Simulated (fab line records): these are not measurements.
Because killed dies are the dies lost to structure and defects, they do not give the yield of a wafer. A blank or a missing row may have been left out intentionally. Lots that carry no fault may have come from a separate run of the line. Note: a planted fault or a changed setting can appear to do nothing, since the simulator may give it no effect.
Which tool did it? :: flow nandHarc :: 14 lots, 42 wafers sampled, at 2 steps of a route of 1159

## WHAT THE GAUGES SHOWED, per wafer
NHARC_A_CHANNEL_HOLE_D1_INSPECT_12.
lot: L113
measured: day 8 03:40
on: defectInspect-01
rawDefectCount: 7 7 9

lot: L115
measured: day 8 21:00
on: defectInspect-01
rawDefectCount: 7 5 5

lot: L118
measured: day 9 12:46
on: defectInspect-02
rawDefectCount: 5 7 6

lot: L117
measured: day 9 12:59
on: defectInspect-01
rawDefectCount: 1 2 7

lot: L123
measured: day 11 04:24
on: defectInspect-01
rawDefectCount: 2 2 6

lot: L126
measured: day 11 19:58
on: defectInspect-02
rawDefectCount: 6 7 8

lot: L128
measured: day 12 08:22
on: defectInspect-01
rawDefectCount: 2 3 2

lot: L129
measured: day 12 08:10
on: defectInspect-01
rawDefectCount: 5 5 1

lot: L131
measured: day 12 13:12
on: defectInspect-02
rawDefectCount: 7 3 6

lot: L132
measured: day 12 21:37
on: defectInspect-02
rawDefectCount: 4 10 4

lot: L133
measured: day 13 06:13
on: defectInspect-01
rawDefectCount: 10 6 6

lot: L135
measured: day 13 16:48
on: defectInspect-01
rawDefectCount: 2 4 5

lot: L134
measured: day 13 17:34
on: defectInspect-01
rawDefectCount: 4 8 3

lot: L136
measured: day 14 01:07
on: defectInspect-01
rawDefectCount: 9 6 7

## TOOL THAT RAN EACH LOT (tool first, then ch and the chambers of the sampled wafers, then the start)
lot: L113
NHARC_A_CHANNEL_HOLE_D1_DEP_00: aclDep-03 ch 0, day 8 00:51

lot: L115
NHARC_A_CHANNEL_HOLE_D1_DEP_00: aclDep-01 ch 0, day 8 18:52

lot: L118
NHARC_A_CHANNEL_HOLE_D1_DEP_00: aclDep-02 ch 0, day 9 08:27 and aclDep-03 ch 0, day 9 11:03

lot: L117
NHARC_A_CHANNEL_HOLE_D1_DEP_00: aclDep-03 ch 0, day 9 08:31

lot: L123
NHARC_A_CHANNEL_HOLE_D1_DEP_00: aclDep-01 ch 0, day 11 02:18

lot: L126
NHARC_A_CHANNEL_HOLE_D1_DEP_00: aclDep-02 ch 0, day 11 16:50

lot: L128
NHARC_A_CHANNEL_HOLE_D1_DEP_00: aclDep-03 ch 0, day 12 05:35

lot: L129
NHARC_A_CHANNEL_HOLE_D1_DEP_00: aclDep-02 ch 0, day 12 06:10

lot: L131
NHARC_A_CHANNEL_HOLE_D1_DEP_00: aclDep-02 ch 0, day 12 10:46

lot: L132
NHARC_A_CHANNEL_HOLE_D1_DEP_00: aclDep-03 ch 0, day 12 19:36

lot: L133
NHARC_A_CHANNEL_HOLE_D1_DEP_00: aclDep-02 ch 0, day 13 03:26

lot: L135
NHARC_A_CHANNEL_HOLE_D1_DEP_00: aclDep-02 ch 0, day 13 13:58

lot: L134
NHARC_A_CHANNEL_HOLE_D1_DEP_00: aclDep-03 ch 0, day 13 14:38

lot: L136
NHARC_A_CHANNEL_HOLE_D1_DEP_00: aclDep-02 ch 0, day 13 22:40
- NHARC_A_CHANNEL_HOLE_D1_DEP_00: deposits aC, target thk 3100 nm.

## AS READ BY THE TOOLS THEMSELVES (means over the sampled wafers that have a number; for cases with no such wafer, the mark the record gives instead)
NHARC_A_CHANNEL_HOLE_D1_DEP_00.
lot: L113
tool: aclDep-03
throttleValvePct (%): 35.001

lot: L115
tool: aclDep-01
throttleValvePct (%): 34.996

lot: L118
tool: aclDep-02/aclDep-03
throttleValvePct (%): 35.000

lot: L117
tool: aclDep-03
throttleValvePct (%): 35.001

lot: L123
tool: aclDep-01
throttleValvePct (%): 35.008

lot: L126
tool: aclDep-02
throttleValvePct (%): 35.006

lot: L128
tool: aclDep-03
throttleValvePct (%): 34.992

lot: L129
tool: aclDep-02
throttleValvePct (%): 35.000

lot: L131
tool: aclDep-02
throttleValvePct (%): 34.997

lot: L132
tool: aclDep-03
throttleValvePct (%): 34.993

lot: L133
tool: aclDep-02
throttleValvePct (%): 35.007

lot: L135
tool: aclDep-02
throttleValvePct (%): 35.000

lot: L134
tool: aclDep-03
throttleValvePct (%): 35.003

lot: L136
tool: aclDep-02
throttleValvePct (%): 34.998

## THE ANSWER, worked out from the rows above alone
Rule: the usual values come from the lots themselves. The widest of any qualifying gaps counts: lots, ordered by their means at a reading, are off when they make up no more than a third of the lots, leave a main group of 4 or more, and stand apart from it by 3 or more times the standard deviation of that group's means. Not used: any main group whose means are identical at the precision the tables above print for the reading. Also off: a lot with no number at a reading for which 4 or more lots have one. Where the step has rows for the other lots, those lots are counted as sound. The gauges are gone through in route order, then the tools' own readings, and for those a lot's mean is taken as printed above. The first step at which some lot is off is used, and at that step the reading that is off furthest; a lot without a number counts as furthest.
No lot is off on any of the readings shown, so nothing can be concluded from this.

## WHAT WAS PUT IN BY THE SIMULATOR
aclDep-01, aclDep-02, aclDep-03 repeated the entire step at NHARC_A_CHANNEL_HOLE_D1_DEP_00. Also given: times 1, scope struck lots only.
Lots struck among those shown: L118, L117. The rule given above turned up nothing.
